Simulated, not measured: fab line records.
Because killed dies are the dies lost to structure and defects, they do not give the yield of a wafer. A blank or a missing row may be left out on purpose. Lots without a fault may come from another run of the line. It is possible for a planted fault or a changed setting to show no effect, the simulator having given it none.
A lot that was struck, set against a sound lot ; flow nand harc ; 43 steps out of a route of 1302
Sound: the wafers L499.1, L499.4, L499.6. Struck: wafers L494.1, L494.4, L494.5. The cause is named last.
Order at every step that has rows: each side's tool, ch and its chambers, its first start. Under that, the readings that differ: sound wafers ; struck wafers ; difference of the means ; sigmas: that difference in standard deviations of wafers without a fault.
alike: same words and numbers on both sides, and readings whose means sit less than 2 such deviations apart. not compared: any withheld reading, any reading some wafer has no value for, any bound like >300 that may hide the same value, and any number with overlapping values for which the record gives no deviation.
The two part at a step that has a row with sigmas, a row that says differs or no value, or rows on one side only. When numbers do not overlap yet have no deviation, they are printed without sigmas and do not part them. A reading missing from all wafers of one side parts the sides only when that side holds two or more wafers.

first, 8 steps without rows for these wafers: NHARC_A_CONTACT_COAT_61 (time 75 s); NHARC_A_CONTACT_COAT_62 (time 65 s); NHARC_A_CONTACT_COAT_63 (resist thk 90 nm); NHARC_A_CONTACT_SOFTBAKE_64 (time 55 s); NHARC_A_CONTACT_EBR_65; NHARC_A_CONTACT_EXPOSE_66 (exposes mask A CC 2); NHARC_A_CONTACT_PEB_67 (peb time 65 s); NHARC_A_CONTACT_DEVELOP_68 (develop time 35 s).
NHARC_A_CONTACT_CD_MEAS_69: the cd target is 300 nm.
  sound on cd sem-01 ch 0, day 29 04:19; struck on cd sem-01 ch 0, day 27 03:50
  alike: cd nm
NHARC_A_CONTACT_OVL_MEAS_70:
  sound on overlay-01, day 29 04:25; struck on overlay-01, day 27 03:55
reading;sound;struck;difference;sigmas
overlay x nm (nm);-1.9 -2.6 -2.1;0.5 0.4 0.7;+2.7;+2
  alike: overlay y nm
NHARC_A_CONTACT_INSPECT_71:
  sound on defect inspect-01, day 29 04:27; struck on defect inspect-02, day 27 03:57
  alike: raw defect count
then, 1 step without rows for these wafers: NHARC_A_CONTACT_DESCUM_74 (chemistry O2, time 3 s).
NHARC_A_CONTACT_ETCH_75: etches the open film in CF4, target depth 39 nm, time 65 s.
  sound on rie diel-10 ch 0,2,3, day 29 04:37; struck on rie diel-02 ch 0,2, day 27 04:09
  alike: drypump motor current A, oes product au, rf vpp V, showerhead plenum p Torr, throttle valve pct
  not compared: rf hours counter h
then, 5 steps without rows for these wafers: NHARC_A_CONTACT_ETCH_76 (etches the open film in N2/H2, target depth 260 nm, time 475.3 s); NHARC_A_CONTACT_ETCH_77 (etches the open film in CF4/CHF3, target depth 108.9 nm, time 54.5 s); NHARC_A_CONTACT_ETCH_78 (etches the open film in O2/COS, target depth 5300 nm, time 1378 s); NHARC_A_CONTACT_ETCH_124 (etches the open film in C4F8/O2/Ar, time 140 s, target depth 700 nm); NHARC_A_CONTACT_ETCH_125 (etches the open film in C4F8/O2/Ar, time 197 s, target depth 1918 nm).
NHARC_A_CONTACT_ETCH_126: etches the open film in C4F8/O2/Ar, time 197 s, target depth 1918 nm.
  sound on har cap etch-03 ch 0,1, day 29 06:26; struck on har cap etch-01 ch 1, day 27 07:15
  alike: oes air line au
  not compared: rf hours counter h
then, 9 steps without rows for these wafers: NHARC_A_CONTACT_ETCH_127 (etches the open film in C4F8/O2/Ar, time 197 s, target depth 1918 nm); NHARC_A_CONTACT_ETCH_128 (etches the open film in C4F8/O2/Ar, time 197 s, target depth 1918 nm); NHARC_A_CONTACT_ETCH_129 (etches the open film in C4F8/O2/Ar, time 197 s, target depth 1918 nm); NHARC_A_CONTACT_ETCH_130 (etches the open film in C4F8/O2/Ar, time 197 s, target depth 1918 nm); NHARC_A_CONTACT_ETCH_131 (etches the open film in C4F8/O2/Ar, time 197 s, target depth 1918 nm); NHARC_A_CONTACT_ETCH_132 (etches the open film in C4F8/O2/Ar, time 197 s, target depth 1924 nm); NHARC_A_CONTACT_ETCH_133 (etches the open film in C4F8/O2/Ar, time 374 s, target depth 1610 nm); NHARC_A_CONTACT_ETCH_91 (etches the open film in CH3F/O2, target depth 40 nm, time 85.7 s); NHARC_A_CONTACT_ETCH_97 (etches the open film in C4F6/O2, target depth 20 nm, time 10 s).
NHARC_A_CONTACT_CD_MEAS_80:
  sound on cd sem-02, day 29 08:40; struck on cd sem-02, day 27 09:28
  alike: cd nm
then, 3 steps without rows for these wafers: NHARC_A_CONTACT_STRIP_103 (strips in N2/H2); NHARC_A_CONTACT_STRIP_104 (strips in CF4/CHF3); NHARC_A_CONTACT_STRIP_105 (strips in O2/COS).
NHARC_A_CONTACT_ETCH_106: etches the open film in CF4/O2, target depth 90 nm, overetch 9 nm, time 49.5 s.
  sound on rie diel-03 ch 0,3, day 29 11:47; struck on rie diel-10 ch 0,1,2, day 27 09:46
  alike: drypump motor current A, oes product au, rf vpp V, showerhead plenum p Torr, throttle valve pct
  not compared: rf hours counter h
NHARC_A_CONTACT_STRIP_82: strips in O2.
  sound on rie diel-03 ch 0,1,2; struck on rie diel-10 ch 0,3
  alike: drypump motor current A, oes product au, rf vpp V, showerhead plenum p Torr, throttle valve pct
  not compared: rf hours counter h
then, 1 step without rows for these wafers: NHARC_A_CONTACT_STRIP_83 (strips in post etch residue remover, time 600 s).
NHARC_A_CONTACT_DEP_84: deposits aC, target thk 2800 nm.
  sound on acl dep-01 ch 0, day 29 14:07; struck on acl dep-02 ch 0, day 27 10:43
  alike: throttle valve pct
NHARC_A_CONTACT_DEP_85: deposits SiON, target thk 60 nm.
  sound on pecvd-02 ch 0,1, day 29 15:51; struck on pecvd-01 ch 0,1,2, day 27 12:29
  alike: heater power w
then, 5 steps without rows for these wafers: NHARC_A_CONTACT_DEHYDRATE_00 (time 120 s); NHARC_A_CONTACT_HMDS_01 (time 30 s); NHARC_A_CONTACT_COAT_86 (time 75 s); NHARC_A_CONTACT_COAT_87 (time 65 s); NHARC_A_CONTACT_COAT_02 (resist thk 90 nm).
-- the record jumps here: 3 days lie between the struck wafers' starts before and after (it left off in module A_CONTACT and takes up again in module END, whose first step shown is number 1302 of the route) --
NHARC_END_SORT_01:
  at this point the record logs the struck wafers (prober-02 ch 0, day 30 01:53) and has no rows for the sound ones

== WHERE THEY PART ==
Earliest at NHARC_A_CONTACT_OVL_MEAS_70; latest, in this record, at NHARC_END_SORT_01.

WHY: what had been put in by the simulator
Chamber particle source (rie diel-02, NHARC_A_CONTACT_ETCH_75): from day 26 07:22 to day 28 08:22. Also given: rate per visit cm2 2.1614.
